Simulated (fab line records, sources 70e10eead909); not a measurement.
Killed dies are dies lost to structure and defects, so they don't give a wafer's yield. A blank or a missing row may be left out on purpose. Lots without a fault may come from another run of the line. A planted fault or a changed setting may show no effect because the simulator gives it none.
fab line records | flow nand_harc
record lots=6 wafers=18 last_day=24
route steps=1159 shown P_ZERO_WELL@46
lots that met no fault: from a run of the same line without faults
start_h: hours from the record's first day to the start of the lot's first wafer shown | wait_h: hours since the lot's step before | " the same as in the row above | L1.1+2: a row that stands for several wafers | - no value, or no start given | * or withheld: withheld | < > ~ a bound
route shown NAME@n: a module of which the file shows steps, and the number in the route of the first | usual: mean/standard deviation of fault-free wafers | same: alike in all rows | chamber/n: place in a boat | sites: the reading at each site | _std_site: their standard deviation | _edge_site: outer sites' mean less inner sites' | radius_mm: how far each site lies from the wafer's centre | mask NAME#n: copy n | behind: the tool/chamber that last shaped the wafer | hold: why the lot was held/for how many hours/how that ended | device: the transistor (n, p or np) that didn't switch | end of line: the same wafers' tests at the end of the route | a step without rows: its recipe alone | killed: dies lost to structure and defects at the first sort, not the wafer's yield | map: a wafer's dies, x killed, . not, _ none there
set.NAME: the setting as run; set.NAME@STEP: as run at that earlier step | model.NAME: the simulator's own value behind a step, which no gauge read
lots at some steps of the route; a table a step, a row a wafer
services: from which hour (start_h, from the record's first day; less than 0 if before it) a tool's chamber was out of use, for how many hours, and why
## steps
# step NHARC_P_ZERO_WELL_DESCUM_39
# recipe time_s=3 o2_flow_sccm=200 ar_flow_sccm=0 bias_power_w=0 chemistry=O2
# usual drypump_motor_current_A=5.9/0.4 oes_product_au=1.004/0.014 rf_vpp_V=57.8/0.82 showerhead_plenum_p_Torr=1.90/0.069 throttle_valve_pct=11.311/0.0085
# columns lot.wafer tool chamber start_h wait_h drypump_motor_current_A oes_product_au rf_hours_counter_h rf_vpp_V showerhead_plenum_p_Torr throttle_valve_pct
L197.2 rie_diel-11 2 22.40 - 6.2 1.001 0 58.2 1.92 11.328
L197.5 " 1 " " 6.1 1.012 - 57.6 1.85 11.315
L197.6 " 2 " " 6.2 1.002 - 57.1 1.92 11.305
L202.4 rie_diel-11 2 52.43 - 6.2 0.997 2 56.7 1.92 11.319
L202.1 " 0 " " 5.9 1.026 2 56.7 1.88 11.300
L202.3 " 1 " " 6.1 1.010 2 57.0 1.85 11.300
L203.1 rie_diel-10 2 58.31 - 6.3 1.017 3 60.3 2.05 11.308
L203.2 " 3 " " 5.7 1.001 3 58.7 1.98 11.316
L203.6 " 0 " " 6.7 1.013 - 57.3 1.80 11.305
L211.2 rie_diel-05 2 106.30 - 4.9 0.998 8 56.3 1.85 11.314
L211.3 " 0 " " 6.0 1.001 8 57.3 1.80 11.317
L211.6 " 2 " " 4.9 0.996 - 59.6 1.85 11.301
L215.4 rie_diel-05 0 130.14 - 6.0 1.011 9 56.9 1.80 11.310
L215.3 " 3 " " 5.6 0.977 9 55.2 1.89 11.317
L215.5 " 1 " " 5.6 1.015 - 56.5 1.83 11.315
L219.1 rie_diel-05 0 154.16 - 6.0 0.999 11 57.5 1.80 11.311
L219.2 " 2 " " 4.9 1.006 10 57.8 1.85 11.311
L219.6 " 3 " " 5.6 0.960 - 58.6 1.89 11.310
# step NHARC_P_ZERO_WELL_IMPLANT_40
# recipe energy_kev=300 dose_cm2=1e+13 tilt_deg=7
# step NHARC_P_ZERO_WELL_IMPLANT_59
# recipe energy_kev=120 dose_cm2=5e+12 tilt_deg=7
# step NHARC_P_ZERO_WELL_IMPLANT_60
# recipe energy_kev=30 dose_cm2=2e+12 tilt_deg=7
# step NHARC_P_ZERO_WELL_STRIP_41
# recipe time_s=840 temp_c=130 chemistry=SPM
# step NHARC_P_ZERO_WELL_DEHYDRATE_44
# recipe temp_c=150 time_s=120
# step NHARC_P_ZERO_WELL_HMDS_45
# recipe time_s=30
# step NHARC_P_ZERO_WELL_COAT_46
# recipe spin_rpm=withheld
# step NHARC_P_ZERO_WELL_SOFTBAKE_47
# recipe temp_c=122 time_s=95
# step NHARC_P_ZERO_WELL_EBR_48
# step NHARC_P_ZERO_WELL_EXPOSE_49
# recipe na=0.6 target_cd_nm=2000 dose_mj=22.64 mask_id=P_HVPW
# step NHARC_P_ZERO_WELL_PEB_50
# recipe peb_temp_c=118 peb_time_s=85
# step NHARC_P_ZERO_WELL_DEVELOP_51
# recipe time_s=70
# usual chill_plate_temp_C=22.99/0.099 exhaust_pa=45.1/0.91
# columns lot.wafer tool chamber start_h wait_h chill_plate_temp_C exhaust_pa
L197.2 litho_track-07 0 23 - 23.00 44.3
L197.5 " 0 " " 23.05 44.9
L197.6 " 0 " " 22.94 44.5
L202.1 litho_track-05 - 53 - - -
L202.3 " - " " - -
L202.4 " - " " - -
L203.1 litho_track-07 - 59 - - -
L203.2 " - " " - -
L203.6 " - " " - -
L211.2 litho_track-05 0 107 - 22.99 45.8
L211.3 " 0 " " 23.13 44.2
L211.6 " 0 " " 22.92 45.9
L215.3 litho_track-05 0 131 - 23.05 45.4
L215.4 " 0 " " 23.00 46.3
L215.5 " 0 " " 23.15 44.8
L219.1 litho_track-05 0 155 - 23.10 45.2
L219.2 " 0 " " 22.77 45.3
L219.6 " 0 " " 22.94 46.0
## services
# columns tool chamber start_h hours kind
rie_diel-10 - -0.50 9.0 pm
rie_diel-11 - 12.50 9.0 pm
litho_track-07 - 14.00 7.0 pm
rie_diel-05 0 20.10 - clean
rie_diel-05 1 20.10 - clean
rie_diel-05 2 20.10 - clean
rie_diel-05 3 20.10 - clean
rie_diel-10 2 34.32 4.2 repair
rie_diel-05 0 44.60 - clean
rie_diel-05 1 44.60 - clean
rie_diel-05 2 44.60 - clean
rie_diel-05 3 44.60 - clean
rie_diel-11 1 59.22 7.6 repair
litho_track-05 - 62.00 7.0 pm
rie_diel-05 0 69.10 - clean
rie_diel-05 1 69.10 - clean
rie_diel-05 2 69.10 - clean
rie_diel-05 3 69.10 - clean
rie_diel-11 - 76.75 0.3 repair
rie_diel-05 0 93.60 - clean
rie_diel-05 1 93.60 - clean
rie_diel-05 2 93.60 - clean
rie_diel-05 3 93.60 - clean
rie_diel-05 0 118.10 - clean
## key
first_sign step=NHARC_P_ZERO_WELL_DEVELOP_51 reading=tool_record direction=missing
effect none on later readings
met_at NHARC_P_ZERO_WELL_DEVELOP_51
struck_wafers L202.1,L202.3,L202.4,L203.1,L203.2,L203.6
later_rows_left_out L202.1,L202.3,L202.4,L203.1,L203.2,L203.6
sort_left_out L202.1,L202.3,L202.4,L203.1,L203.2,L203.6
tester_left_out L202,L203
onset_between 23 53
fault kind=skipped_step_whole tool=litho_track-05,litho_track-07 chamber=- onset_h=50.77 steps=NHARC_P_ZERO_WELL_DEVELOP_51 scope=struck_lots_only
# tester_left_out: of these lots the tester's yield and bins aren't shown, on N5 and GAA mostly nor the transistor test; their killed dies are dies lost to structure and defects alone, not to doping, threshold or leakage, so they don't give the yield
# sort_left_out: the simulated sort isn't trusted on such a fault, so these wafers' sort isn't shown, and their yield isn't known
# later_rows_left_out: the simulator's readings of these wafers behind a module that went badly wrong aren't trusted and aren't shown, but for the sort
